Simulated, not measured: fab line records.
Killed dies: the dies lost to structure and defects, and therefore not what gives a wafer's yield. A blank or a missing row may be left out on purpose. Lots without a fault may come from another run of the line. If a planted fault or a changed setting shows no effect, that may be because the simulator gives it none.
fab line records :: flow n5_finfet
record
  lots=4
  wafers=12
  last_day=15
route steps=1938 shown BEOL_M5@1129 PASSIVATION@1936
lots untouched by any fault: they come from a run of this same line in which no faults occurred
start_h: start of the lot's first displayed wafer, in hours after the record's first day :: wait_h: hours from the lot's prior step to this one :: " repeats the value in the row above :: L1.1+2: one row covering several wafers at once :: - no value, or no start given :: * or withheld: withheld :: < > ~ a bound
route shown NAME@n: NAME is a module with steps in the file, n the number in the route of the first one :: usual: mean and standard deviation over wafers with no fault :: same: alike in all rows :: chamber/n: place in a boat :: sites: each site's reading :: _std_site: how widely they spread, as a standard deviation :: _edge_site: outer sites' mean less inner sites' :: radius_mm: how far each site lies from the wafer's centre :: mask NAME#n: copy n :: behind: the most recent tool/chamber to have shaped the wafer :: hold: why the lot went on hold/how many hours it stayed there/how the hold came to an end :: device: the transistor (n, p or np) that didn't switch :: end of line: the route-end tests of the same wafers :: where a step has no rows: the recipe by itself :: killed: the dies lost at the first sort to structure and to defects; this is not the yield of the wafer :: map: dies across one wafer; x = killed, . = not, _ = none there
set.NAME: setting as actually run; set.NAME@STEP: the setting as run at that earlier step :: model.NAME: the simulator's own value behind a step, which no gauge read
lots seen at some steps along the route; tables by step, rows by wafer
services: when a tool's chamber went out of use (start_h, in hours from the record's first day, below 0 if earlier), for how many hours, and the reason
## steps
# step N5_BEOL_M5_DESCUM_16
# recipe
  chemistry=O2
  time_s=7
  source_power_w=50
  bias_power_w=20
  pressure_mtorr=20
  rf_frequency_hz=2.712e+07
  temp_c=40
  resist=CAR-EUV
  o2_flow_sccm=225
# step N5_BEOL_M5_ETCH_72
# recipe
  chemistry=N2/H2
  target=underlayer
  target_depth_a=65
  mask_material=CAR-EUV
  time_s=5.2
  ion_energy_ev=200
  pressure_mtorr=30
  source_w=840
  bias_w=150
  n2_flow_sccm=200
  h2_flow_sccm=200
  ends=cleared
# step N5_BEOL_M5_ETCH_61
# recipe
  chemistry=CF4
  target=SiARC
  target_depth_a=156
  mask_material=CAR-EUV
  time_s=26
  ion_energy_ev=80
  pressure_mtorr=40
  source_w=545
  bias_w=36
  Ar_flow_sccm=100
  cf4_flow_sccm=100
  ends=cleared
# step N5_BEOL_M5_ETCH_62
# recipe
  chemistry=N2/H2
  target=SOC
  target_depth_a=750
  overetch_a=150
  mask_material=SiARC
  temp_c=40
  time_s=112.5
  ion_energy_ev=200
  pressure_mtorr=30
  source_w=840
  bias_w=150
  n2_flow_sccm=200
  h2_flow_sccm=200
# step N5_BEOL_M5_STRIP_63
# recipe
  chemistry=N2/H2
  temp_c=40
  n2_flow_sccm=200
  h2_flow_sccm=200
  rf_frequency_hz=6e+07
# step N5_BEOL_M5_STRIP_73
# recipe
  chemistry=N2/H2
  temp_c=40
  n2_flow_sccm=200
  h2_flow_sccm=200
  rf_frequency_hz=6e+07
# step N5_BEOL_M5_STRIP_64
# recipe
  chemistry=CF4
  resist=SiARC
  power_w=300
  bias_power_w=75
  pressure_mtorr=50
  cf4_flow_sccm=150
  rf_frequency_hz=6e+07
# step N5_BEOL_M5_HM_OPEN_17
# recipe
  chemistry=Cl2/BCl3
  target_depth_a=200
  overetch_a=60
  target=TiN
  mask_material=SOC
  ion_energy_ev=150
  pressure_mtorr=10
  icp_w=1000
  bias_w=126
  Cl2_flow_sccm=53.25
  bcl3_flow_sccm=21.75
  Ar_flow_sccm=25
# step N5_BEOL_M5_STRIP_19
# recipe
  chemistry=O2
  power_w=400
  temp_c=40
  pressure_mtorr=30
  rf_frequency_hz=6e+07
  bias_power_w=0
  overash_fraction=0.2
  o2_flow_sccm=225
# step N5_BEOL_M5_COAT_65
# recipe
  resist=SOC
  temp_c=250
  time_s=60
  spin_rpm=1500
  resist_thk_nm=60
# step N5_BEOL_M5_COAT_66
# recipe
  resist=SiARC
  temp_c=220
  time_s=60
  spin_rpm=1500
  resist_thk_nm=12
# usual
  spin_speed_rpm=1500.1/1
lot.wafer: L204.2
tool: litho_track-03
chamber: 0
start_h: 195.39
wait_h: -
spin_speed_rpm: 1498.5

lot.wafer: L204.4
tool: litho_track-03
chamber: 0
start_h: 195.39
wait_h: -
spin_speed_rpm: 1499.6

lot.wafer: L204.5
tool: litho_track-03
chamber: 0
start_h: 195.39
wait_h: -
spin_speed_rpm: 1499.3

lot.wafer: L208.2
tool: litho_track-03
chamber: 0
start_h: 223.76
wait_h: -
spin_speed_rpm: 1425.4

lot.wafer: L208.3
tool: litho_track-03
chamber: 0
start_h: 223.76
wait_h: -
spin_speed_rpm: 1425.8

lot.wafer: L208.6
tool: litho_track-03
chamber: 0
start_h: 223.76
wait_h: -
spin_speed_rpm: 1424.3

lot.wafer: L210.3
tool: litho_track-03
chamber: 0
start_h: 232.86
wait_h: -
spin_speed_rpm: 1425.2

lot.wafer: L210.4
tool: litho_track-03
chamber: 0
start_h: 232.86
wait_h: -
spin_speed_rpm: 1424.4

lot.wafer: L210.5
tool: litho_track-03
chamber: 0
start_h: 232.86
wait_h: -
spin_speed_rpm: 1423.3

lot.wafer: L217.4
tool: litho_track-02
chamber: 0
start_h: 269.15
wait_h: -
spin_speed_rpm: 1500.1

lot.wafer: L217.5
tool: litho_track-02
chamber: 0
start_h: 269.15
wait_h: -
spin_speed_rpm: 1500.8

lot.wafer: L217.6
tool: litho_track-02
chamber: 0
start_h: 269.15
wait_h: -
spin_speed_rpm: 1500.2
# step N5_BEOL_M5_COAT_74
# recipe
  resist=underlayer
  temp_c=205
  time_s=60
  spin_rpm=1500
  resist_thk_nm=5
# step N5_BEOL_M5_COAT_22
# recipe
  resist=CAR-EUV
  spin_rpm=1500
  resist_thk_nm=30
# step N5_BEOL_M5_EBR_24
# recipe
  solvent=PGMEA
  ebr_width_mm=1.5
# step N5_BEOL_M5_SOFTBAKE_23
# recipe
  temp_c=110
  time_s=60
  resist=CAR-EUV
# step N5_BEOL_M5_EXPOSE_25
# recipe
  mask_id=V4
  na=0.33
  source_shape=quasar
  sigma_inner=0.2
  sigma_outer=0.6
  polarization=unpolarized
  defocus_nm=10
  dose_mj=52.75
# step N5_BEOL_M5_PEB_26
# recipe
  peb_temp_c=100
  peb_time_s=60
  resist=CAR-EUV
# step N5_BEOL_M5_DEVELOP_27
# recipe
  develop_time_s=30
  developer=TMAH
  resist=CAR-EUV
  rinse_liquid=surfactant_rinse
  dry=air_spin
  dev_temp_c=23
# step N5_BEOL_M5_DESCUM_33
# recipe
  chemistry=O2
  time_s=7
  source_power_w=50
  bias_power_w=20
  pressure_mtorr=20
  rf_frequency_hz=2.712e+07
  temp_c=40
  resist=CAR-EUV
  o2_flow_sccm=225
# step N5_BEOL_M5_ETCH_75
# recipe
  chemistry=N2/H2
  target=underlayer
  target_depth_a=65
  mask_material=CAR-EUV
  time_s=5.2
  ion_energy_ev=200
  pressure_mtorr=30
  source_w=840
  bias_w=150
  n2_flow_sccm=200
  h2_flow_sccm=200
  ends=cleared
# step N5_BEOL_M5_ETCH_67
# recipe
  chemistry=CF4
  target=SiARC
  target_depth_a=156
  mask_material=CAR-EUV
  time_s=26
  ion_energy_ev=80
  pressure_mtorr=40
  source_w=545
  bias_w=36
  Ar_flow_sccm=100
  cf4_flow_sccm=100
  ends=cleared
# usual
  drypump_motor_current_A=5.8/0.36
  etch_rf_on_time_s=26.1/0.35
  oes_product_au=0.67/0.073
  rf_vpp_V=184.0/1.2
  showerhead_plenum_p_Torr=2.13/0.071
  throttle_valve_pct=15.68/0.23
lot.wafer: L204.2
tool: rie_diel-05
chamber: 3
start_h: 195.84
wait_h: 0.0
drypump_motor_current_A: 5.2
etch_rf_on_time_s: 25.7
oes_product_au: 0.62
rf_hours_counter_h: 199
rf_vpp_V: 182.9
showerhead_plenum_p_Torr: 2.04
throttle_valve_pct: 15.86
model.etch.depth_nm: 12.01

lot.wafer: L204.4
tool: rie_diel-05
chamber: 1
start_h: 195.84
wait_h: 0.0
drypump_motor_current_A: 6.1
etch_rf_on_time_s: 26.0
oes_product_au: 0.63
rf_hours_counter_h: 179
rf_vpp_V: 186.4
showerhead_plenum_p_Torr: 2.22
throttle_valve_pct: 15.87
model.etch.depth_nm: 12.01

lot.wafer: L204.5
tool: rie_diel-05
chamber: 1
start_h: 195.84
wait_h: 0.0
drypump_motor_current_A: 6.1
etch_rf_on_time_s: 26.0
oes_product_au: 0.62
rf_hours_counter_h: -
rf_vpp_V: 185.3
showerhead_plenum_p_Torr: 2.22
throttle_valve_pct: 15.88
model.etch.depth_nm: 12

lot.wafer: L208.2
tool: rie_diel-06
chamber: 2
start_h: 224.42
wait_h: 0.0
drypump_motor_current_A: 5.9
etch_rf_on_time_s: 27.3
oes_product_au: 0.58
rf_hours_counter_h: 245
rf_vpp_V: 183.4
showerhead_plenum_p_Torr: 2.11
throttle_valve_pct: 15.99
model.etch.depth_nm: 12.27

lot.wafer: L208.3
tool: rie_diel-06
chamber: 0
start_h: 224.42
wait_h: 0.0
drypump_motor_current_A: 5.8
etch_rf_on_time_s: 26.4
oes_product_au: 0.67
rf_hours_counter_h: 133
rf_vpp_V: 184.3
showerhead_plenum_p_Torr: 2.06
throttle_valve_pct: 15.35
model.etch.depth_nm: 12.32

lot.wafer: L208.6
tool: rie_diel-06
chamber: 0
start_h: 224.42
wait_h: 0.0
drypump_motor_current_A: 5.7
etch_rf_on_time_s: 26.4
oes_product_au: 0.66
rf_hours_counter_h: -
rf_vpp_V: 183.9
showerhead_plenum_p_Torr: 2.06
throttle_valve_pct: 15.39
model.etch.depth_nm: 12.26

lot.wafer: L210.3
tool: rie_diel-06
chamber: 0
start_h: 233.43
wait_h: 0.0
drypump_motor_current_A: 5.8
etch_rf_on_time_s: 26.3
oes_product_au: 0.67
rf_hours_counter_h: 136
rf_vpp_V: 183.7
showerhead_plenum_p_Torr: 2.06
throttle_valve_pct: 15.38
model.etch.depth_nm: 12.26

lot.wafer: L210.4
tool: rie_diel-06
chamber: 2
start_h: 233.43
wait_h: 0.0
drypump_motor_current_A: 5.9
etch_rf_on_time_s: 27.2
oes_product_au: 0.58
rf_hours_counter_h: 247
rf_vpp_V: 183.7
showerhead_plenum_p_Torr: 2.11
throttle_valve_pct: 15.96
model.etch.depth_nm: 12.24

lot.wafer: L210.5
tool: rie_diel-06
chamber: 1
start_h: 233.43
wait_h: 0.0
drypump_motor_current_A: 6.4
etch_rf_on_time_s: 26.2
oes_product_au: 0.75
rf_hours_counter_h: -
rf_vpp_V: 185.6
showerhead_plenum_p_Torr: 2.26
throttle_valve_pct: 15.43
model.etch.depth_nm: 12.29

lot.wafer: L217.4
tool: rie_diel-01
chamber: 2
start_h: 270.00
wait_h: 0.0
drypump_motor_current_A: 6.1
etch_rf_on_time_s: 26.5
oes_product_au: 0.65
rf_hours_counter_h: 159
rf_vpp_V: 182.5
showerhead_plenum_p_Torr: 2.15
throttle_valve_pct: 15.96
model.etch.depth_nm: 12.02

lot.wafer: L217.5
tool: rie_diel-01
chamber: 1
start_h: 270.00
wait_h: 0.0
drypump_motor_current_A: 5.5
etch_rf_on_time_s: 26.1
oes_product_au: 0.60
rf_hours_counter_h: -
rf_vpp_V: 186.1
showerhead_plenum_p_Torr: 2.19
throttle_valve_pct: 15.87
model.etch.depth_nm: 12.01

lot.wafer: L217.6
tool: rie_diel-01
chamber: 2
start_h: 270.00
wait_h: 0.0
drypump_motor_current_A: 6.1
etch_rf_on_time_s: 26.4
oes_product_au: 0.65
rf_hours_counter_h: -
rf_vpp_V: 184.7
showerhead_plenum_p_Torr: 2.15
throttle_valve_pct: 15.95
model.etch.depth_nm: 12
# step N5_BEOL_M5_ETCH_68
# recipe
  chemistry=N2/H2
  target=SOC
  target_depth_a=800
  overetch_a=160
  mask_material=SiARC
  temp_c=40
  time_s=120
  ion_energy_ev=200
  pressure_mtorr=30
  source_w=840
  bias_w=150
  n2_flow_sccm=200
  h2_flow_sccm=200
# usual
  drypump_motor_current_A=5.8/0.36
  h2_flow_sccm=200.0/0.52
  oes_product_au=0.60/0.062
  rf_vpp_V=523.4/2.6
  showerhead_plenum_p_Torr=2.53/0.09
  throttle_valve_pct=17.87/0.22
lot.wafer: L204.2
tool: rie_diel-05
chamber: 3
start_h: 195.87
wait_h: 0.0
drypump_motor_current_A: 5.2
h2_flow_sccm: 200.3
oes_product_au: 0.55
rf_hours_counter_h: 199
rf_vpp_V: 519.8
showerhead_plenum_p_Torr: 2.42
throttle_valve_pct: 18.09
model.SiARC_of_BEOL_M5_COAT_66.thk_nm: 6.4

lot.wafer: L204.4
tool: rie_diel-05
chamber: 1
start_h: 195.87
wait_h: 0.0
drypump_motor_current_A: 6.1
h2_flow_sccm: 200.8
oes_product_au: 0.56
rf_hours_counter_h: 180
rf_vpp_V: 525.9
showerhead_plenum_p_Torr: 2.64
throttle_valve_pct: 18.01
model.SiARC_of_BEOL_M5_COAT_66.thk_nm: 6.6

lot.wafer: L204.5
tool: rie_diel-05
chamber: 1
start_h: 195.87
wait_h: 0.0
drypump_motor_current_A: 6.1
h2_flow_sccm: 201.3
oes_product_au: 0.56
rf_hours_counter_h: -
rf_vpp_V: 525.8
showerhead_plenum_p_Torr: 2.64
throttle_valve_pct: 18.03
model.SiARC_of_BEOL_M5_COAT_66.thk_nm: 6.4

lot.wafer: L208.2
tool: rie_diel-06
chamber: 2
start_h: 224.44
wait_h: 0.0
drypump_motor_current_A: 5.9
h2_flow_sccm: 200.1
oes_product_au: 0.53
rf_hours_counter_h: 245
rf_vpp_V: 522.8
showerhead_plenum_p_Torr: 2.51
throttle_valve_pct: 18.26
model.SiARC_of_BEOL_M5_COAT_66.thk_nm: 6.8

lot.wafer: L208.3
tool: rie_diel-06
chamber: 0
start_h: 224.44
wait_h: 0.0
drypump_motor_current_A: 5.8
h2_flow_sccm: 199.8
oes_product_au: 0.60
rf_hours_counter_h: 133
rf_vpp_V: 520.2
showerhead_plenum_p_Torr: 2.44
throttle_valve_pct: 17.51
model.SiARC_of_BEOL_M5_COAT_66.thk_nm: 6.8

lot.wafer: L208.6
tool: rie_diel-06
chamber: 0
start_h: 224.44
wait_h: 0.0
drypump_motor_current_A: 5.8
h2_flow_sccm: 199.9
oes_product_au: 0.59
rf_hours_counter_h: -
rf_vpp_V: 520.4
showerhead_plenum_p_Torr: 2.44
throttle_valve_pct: 17.53
model.SiARC_of_BEOL_M5_COAT_66.thk_nm: 6.8

lot.wafer: L210.3
tool: rie_diel-06
chamber: 0
start_h: 233.46
wait_h: 0.0
drypump_motor_current_A: 5.8
h2_flow_sccm: 200.2
oes_product_au: 0.60
rf_hours_counter_h: 136
rf_vpp_V: 519.9
showerhead_plenum_p_Torr: 2.44
throttle_valve_pct: 17.52
model.SiARC_of_BEOL_M5_COAT_66.thk_nm: 6.8

lot.wafer: L210.4
tool: rie_diel-06
chamber: 2
start_h: 233.46
wait_h: 0.0
drypump_motor_current_A: 5.9
h2_flow_sccm: 199.4
oes_product_au: 0.52
rf_hours_counter_h: 247
rf_vpp_V: 523.7
showerhead_plenum_p_Torr: 2.51
throttle_valve_pct: 18.26
model.SiARC_of_BEOL_M5_COAT_66.thk_nm: 6.8

lot.wafer: L210.5
tool: rie_diel-06
chamber: 1
start_h: 233.46
wait_h: 0.0
drypump_motor_current_A: 6.3
h2_flow_sccm: 200.3
oes_product_au: 0.68
rf_hours_counter_h: -
rf_vpp_V: 525.9
showerhead_plenum_p_Torr: 2.70
throttle_valve_pct: 17.78
model.SiARC_of_BEOL_M5_COAT_66.thk_nm: 6.6

lot.wafer: L217.4
tool: rie_diel-01
chamber: 2
start_h: 270.03
wait_h: 0.0
drypump_motor_current_A: 6.1
h2_flow_sccm: 199.7
oes_product_au: 0.59
rf_hours_counter_h: 159
rf_vpp_V: 523.1
showerhead_plenum_p_Torr: 2.53
throttle_valve_pct: 18.03
model.SiARC_of_BEOL_M5_COAT_66.thk_nm: 6.4

lot.wafer: L217.5
tool: rie_diel-01
chamber: 1
start_h: 270.03
wait_h: 0.0
drypump_motor_current_A: 5.6
h2_flow_sccm: 200.3
oes_product_au: 0.54
rf_hours_counter_h: -
rf_vpp_V: 525.8
showerhead_plenum_p_Torr: 2.60
throttle_valve_pct: 18.01
model.SiARC_of_BEOL_M5_COAT_66.thk_nm: 6.6

lot.wafer: L217.6
tool: rie_diel-01
chamber: 2
start_h: 270.03
wait_h: 0.0
drypump_motor_current_A: 6.1
h2_flow_sccm: 200.0
oes_product_au: 0.59
rf_hours_counter_h: -
rf_vpp_V: 523.8
showerhead_plenum_p_Torr: 2.54
throttle_valve_pct: 18.02
model.SiARC_of_BEOL_M5_COAT_66.thk_nm: 6.4
# step N5_BEOL_M5_STRIP_69
# recipe
  chemistry=N2/H2
  temp_c=40
  n2_flow_sccm=200
  h2_flow_sccm=200
  rf_frequency_hz=6e+07
# step N5_PASSIVATION_PROBE_49
# usual
  defect_limited_yield=91.3/1.3
  killed_at_M0_to_M3=35/13
  killed_at_M4_up=13/5.2
  killed_at_contacts=12/6.2
  killed_at_front_end=39/9.6
  killed_at_other=3.1/2.6
  killed_dies=102/16
  killed_open=68/13
  killed_short=33/6.9
  sort_bin_5_function=5.1/0.87
  sort_bin_6_memory=3.3/0.67
  sort_n_pass=1078/16
  sort_yield_pct=91.3/1.3
# same
  gross_dies=1180
  killed_at_back_side=0
  sort_bin_4_leakage[%]=0
  sort_bin_8_speed[%]=0
lot.wafer: L204.2
tool: prober-01
chamber: -
start_h: 290.62
wait_h: 0.1
defect_limited_yield[%]: 92.9
killed_at_M0_to_M3: 29
killed_at_M4_up: 15
killed_at_contacts: 12
killed_at_front_end: 27
killed_at_other: 1
killed_dies: 84
killed_open: 45
killed_short: 36
sort_bin_5_function[%]: 3.9
sort_bin_6_memory[%]: 2.4
sort_n_pass: 1096
sort_yield_pct[%]: 92.9

lot.wafer: L204.4
tool: prober-01
chamber: -
start_h: 290.72
wait_h: 0.2
defect_limited_yield[%]: 89.2
killed_at_M0_to_M3: 53
killed_at_M4_up: 18
killed_at_contacts: 21
killed_at_front_end: 30
killed_at_other: 5
killed_dies: 127
killed_open: 79
killed_short: 46
sort_bin_5_function[%]: 5.8
sort_bin_6_memory[%]: 4.7
sort_n_pass: 1053
sort_yield_pct[%]: 89.2

lot.wafer: L204.5
tool: prober-01
chamber: -
start_h: 290.77
wait_h: 0.2
defect_limited_yield[%]: 89.6
killed_at_M0_to_M3: 60
killed_at_M4_up: 10
killed_at_contacts: 16
killed_at_front_end: 36
killed_at_other: 1
killed_dies: 123
killed_open: 65
killed_short: 56
sort_bin_5_function[%]: 6.5
sort_bin_6_memory[%]: 3.4
sort_n_pass: 1057
sort_yield_pct[%]: 89.6

lot.wafer: L208.2
tool: prober-01
chamber: -
start_h: 322.00
wait_h: 0.1
defect_limited_yield[%]: 91.9
killed_at_M0_to_M3: 49
killed_at_M4_up: 10
killed_at_contacts: 8
killed_at_front_end: 27
killed_at_other: 2
killed_dies: 96
killed_open: 59
killed_short: 34
sort_bin_5_function[%]: 4.3
sort_bin_6_memory[%]: 3.5
sort_n_pass: 1084
sort_yield_pct[%]: 91.9

lot.wafer: L208.3
tool: prober-01
chamber: -
start_h: 322.05
wait_h: 0.1
defect_limited_yield[%]: 91.9
killed_at_M0_to_M3: 39
killed_at_M4_up: 6
killed_at_contacts: 4
killed_at_front_end: 43
killed_at_other: 3
killed_dies: 95
killed_open: 57
killed_short: 33
sort_bin_5_function[%]: 5.6
sort_bin_6_memory[%]: 2.1
sort_n_pass: 1085
sort_yield_pct[%]: 91.9

lot.wafer: L208.6
tool: prober-01
chamber: -
start_h: 322.20
wait_h: 0.3
defect_limited_yield[%]: 91.5
killed_at_M0_to_M3: 32
killed_at_M4_up: 13
killed_at_contacts: 12
killed_at_front_end: 40
killed_at_other: 3
killed_dies: 100
killed_open: 63
killed_short: 29
sort_bin_5_function[%]: 5.0
sort_bin_6_memory[%]: 3.3
sort_n_pass: 1080
sort_yield_pct[%]: 91.5

lot.wafer: L210.3
tool: prober-01
chamber: -
start_h: 330.24
wait_h: 0.1
defect_limited_yield[%]: 92.4
killed_at_M0_to_M3: 26
killed_at_M4_up: 13
killed_at_contacts: 10
killed_at_front_end: 38
killed_at_other: 3
killed_dies: 90
killed_open: 69
killed_short: 21
sort_bin_5_function[%]: 4.5
sort_bin_6_memory[%]: 2.9
sort_n_pass: 1090
sort_yield_pct[%]: 92.4

lot.wafer: L210.4
tool: prober-01
chamber: -
start_h: 330.29
wait_h: 0.2
defect_limited_yield[%]: 90.3
killed_at_M0_to_M3: 61
killed_at_M4_up: 17
killed_at_contacts: 8
killed_at_front_end: 22
killed_at_other: 6
killed_dies: 114
killed_open: 77
killed_short: 37
sort_bin_5_function[%]: 6.1
sort_bin_6_memory[%]: 3.1
sort_n_pass: 1066
sort_yield_pct[%]: 90.3

lot.wafer: L210.5
tool: prober-01
chamber: -
start_h: 330.34
wait_h: 0.2
defect_limited_yield[%]: 90.3
killed_at_M0_to_M3: 51
killed_at_M4_up: 18
killed_at_contacts: 15
killed_at_front_end: 29
killed_at_other: 2
killed_dies: 115
killed_open: 77
killed_short: 37
sort_bin_5_function[%]: 5.8
sort_bin_6_memory[%]: 3.5
sort_n_pass: 1065
sort_yield_pct[%]: 90.3

lot.wafer: L217.4
tool: prober-01
chamber: -
start_h: 365.26
wait_h: 0.3
defect_limited_yield[%]: 91.1
killed_at_M0_to_M3: 35
killed_at_M4_up: 19
killed_at_contacts: 8
killed_at_front_end: 40
killed_at_other: 3
killed_dies: 105
killed_open: 72
killed_short: 33
sort_bin_5_function[%]: 5.0
sort_bin_6_memory[%]: 3.7
sort_n_pass: 1075
sort_yield_pct[%]: 91.1

lot.wafer: L217.5
tool: prober-01
chamber: -
start_h: 365.31
wait_h: 0.4
defect_limited_yield[%]: 91.9
killed_at_M0_to_M3: 22
killed_at_M4_up: 17
killed_at_contacts: 15
killed_at_front_end: 37
killed_at_other: 4
killed_dies: 95
killed_open: 60
killed_short: 33
sort_bin_5_function[%]: 4.9
sort_bin_6_memory[%]: 2.8
sort_n_pass: 1085
sort_yield_pct[%]: 91.9

lot.wafer: L217.6
tool: prober-01
chamber: -
start_h: 365.36
wait_h: 0.4
defect_limited_yield[%]: 91.8
killed_at_M0_to_M3: 27
killed_at_M4_up: 18
killed_at_contacts: 6
killed_at_front_end: 44
killed_at_other: 2
killed_dies: 97
killed_open: 69
killed_short: 27
sort_bin_5_function[%]: 3.8
sort_bin_6_memory[%]: 4.2
sort_n_pass: 1083
sort_yield_pct[%]: 91.8
# killed by level:class
L204.2 BEOL_M1:geometric_particle:open=7 BEOL_M0_SAQP:geometric_particle:short=7 BEOL_M4:geometric_particle:open=7 FIN_SAQP:geometric_particle:open=6 FIN_SAQP:geometric_particle:short=6 MOL_CONTACT_COAG:geometric_particle:short=6 MOL_CONTACT_COAG:geometric_particle:open=6 GATE_CUT:geometric_particle:short=5
L204.4 MOL_CONTACT_COAG:geometric_particle:open=18 BEOL_M2:geometric_particle:open=15 BEOL_M2:geometric_particle:short=10 BEOL_M4:geometric_particle:open=8 BEOL_M3:geometric_particle:open=7 FIN_SAQP:geometric_particle:short=6 GATE_CUT:geometric_particle:short=6 BEOL_M0_SAQP:geometric_particle:open=6
L204.5 BEOL_M0_SAQP:geometric_particle:short=15 FIN_SAQP:geometric_particle:short=13 MOL_CONTACT_COAG:geometric_particle:open=11 BEOL_M0_SAQP:geometric_particle:open=10 BEOL_M3:geometric_particle:open=10 BEOL_M2:geometric_particle:short=9 BEOL_M4:geometric_particle:open=7 FIN_SAQP:geometric_particle:open=6
L208.2 BEOL_M0_SAQP:geometric_particle:short=11 BEOL_M0_SAQP:geometric_particle:open=9 STI_FIN_REVEAL:geometric_particle:open=8 BEOL_M2:geometric_particle:open=7 BEOL_M1:geometric_particle:open=7 BEOL_M3:geometric_particle:open=6 MOL_CONTACT_COAG:geometric_particle:open=5 DUMMY_GATE:geometric_particle:open=4
L208.3 STI_FIN_REVEAL:geometric_particle:open=15 BEOL_M0_SAQP:geometric_particle:short=12 BEOL_M0_SAQP:geometric_particle:open=7 BEOL_M1:geometric_particle:open=5 BEOL_M1:interface_void_opened=5 GATE_CUT:geometric_particle:short=4 DUMMY_GATE:geometric_particle:open=4 MOL_CONTACT_COAG:geometric_particle:open=4
L208.6 STI_FIN_REVEAL:geometric_particle:open=13 MOL_CONTACT_COAG:geometric_particle:open=10 BEOL_M0_SAQP:geometric_particle:short=7 BEOL_M1:interface_void_opened=7 BEOL_M3:geometric_particle:open=6 DUMMY_GATE:geometric_particle:open=4 BEOL_M0_SAQP:geometric_particle:open=4 BEOL_M4:geometric_particle:open=4
L210.3 STI_FIN_REVEAL:geometric_particle:open=17 MOL_CONTACT_COAG:geometric_particle:open=10 BEOL_M2:geometric_particle:open=8 BEOL_M0_SAQP:geometric_particle:open=7 BEOL_M4:geometric_particle:open=6 GATE_CUT:geometric_particle:short=5 BEOL_M1:geometric_particle:open=5 STARTING-WAFER:geometric_particle:open=4
L210.4 BEOL_M0_SAQP:geometric_particle:open=19 BEOL_M0_SAQP:geometric_particle:short=11 BEOL_M2:geometric_particle:open=11 STI_FIN_REVEAL:geometric_particle:open=8 BEOL_M4:geometric_particle:open=7 MOL_CONTACT_COAG:geometric_particle:open=6 BEOL_M1:geometric_particle:open=6 BEOL_M4:geometric_particle:short=4
L210.5 MOL_CONTACT_COAG:geometric_particle:open=12 BEOL_M2:geometric_particle:open=10 BEOL_M0_SAQP:geometric_particle:short=10 BEOL_M0:geometric_particle:open=10 BEOL_M0_SAQP:geometric_particle:open=8 BEOL_M4:geometric_particle:open=8 STI_FIN_REVEAL:geometric_particle:open=7 BEOL_M6:geometric_particle:open=5
L217.4 DUMMY_GATE:geometric_particle:open=14 STI_FIN_REVEAL:geometric_particle:open=12 BEOL_M2:geometric_particle:open=10 BEOL_M1:geometric_particle:open=8 BEOL_M4:geometric_particle:open=7 MOL_CONTACT_COAG:geometric_particle:short=5 BEOL_M3:geometric_particle:short=5 BEOL_M3:geometric_particle:open=4
L217.5 MOL_CONTACT_COAG:geometric_particle:open=13 FIN_SAQP:geometric_particle:open=10 FIN_SAQP:geometric_particle:short=8 DUMMY_GATE:geometric_particle:open=5 BEOL_M1:geometric_particle:short=5 BEOL_M4:geometric_particle:open=5 GATE_CUT:geometric_particle:short=4 BEOL_M0_SAQP:geometric_particle:short=4
L217.6 DUMMY_GATE:geometric_particle:open=10 FIN_SAQP:geometric_particle:open=7 FIN_SAQP:geometric_particle:short=6 BEOL_M1:geometric_particle:open=6 MOL_CONTACT_COAG:geometric_particle:open=6 BEOL_M2:geometric_particle:open=6 GATE_CUT:geometric_particle:open=5 BEOL_M8:geometric_particle:open=5
## services
tool: litho_track-03
chamber: -
start_h: 175.21
hours: -
kind: consumable_replace:filter

tool: rie_diel-06
chamber: 1
start_h: 212.61
hours: 5.3
kind: repair

tool: rie_diel-05
chamber: 2
start_h: 235.25
hours: 4.6
kind: repair

tool: rie_diel-05
chamber: 2
start_h: 240.09
hours: -
kind: clean

tool: rie_diel-05
chamber: 2
start_h: 240.09
hours: -
kind: consumable_replace:focus_ring

tool: rie_diel-05
chamber: 2
start_h: 240.09
hours: -
kind: consumable_replace:showerhead

tool: rie_diel-05
chamber: 2
start_h: 240.09
hours: 13.4
kind: scheduled_down

tool: rie_diel-05
chamber: 2
start_h: 240.09
hours: 13.4
kind: vent_cycle

tool: rie_diel-06
chamber: 2
start_h: 246.36
hours: -
kind: clean

tool: rie_diel-06
chamber: 2
start_h: 246.36
hours: -
kind: consumable_replace:focus_ring

tool: rie_diel-06
chamber: 2
start_h: 246.36
hours: 27.1
kind: scheduled_down

tool: rie_diel-06
chamber: 2
start_h: 246.36
hours: 27.1
kind: vent_cycle
## key
first_sign
  step=N5_BEOL_M5_COAT_66
  reading=spin_speed_rpm
  direction=down
  sigmas=76
  usual=*
  struck=*
effect none on later readings
model_effect
  step=N5_BEOL_M5_ETCH_67
  value=etch.depth_nm
  without=11.96
  struck=12.27
model_effect
  step=N5_BEOL_M5_ETCH_68
  value=SiARC_of_BEOL_M5_COAT_66.thk_nm
  without=6.4
  struck=6.767
met_at N5_BEOL_M5_COAT_66
struck_wafers L208.2,L208.3,L208.6,L210.3,L210.4,L210.5
onset_between 195.39 223.76
earlier_fault
  kind=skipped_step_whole
  tool=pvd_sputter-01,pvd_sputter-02
  chamber=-
  onset_h=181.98
  steps=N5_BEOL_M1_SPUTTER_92
  scope=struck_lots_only
fault
  kind=process_parameter_drift
  tool=litho_track-03
  chamber=-
  onset_h=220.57
  steps=N5_BEOL_M5_COAT_66
  channel=spin_rpm
  offset=*
  shape=step
  acts_in=*
  stated=*
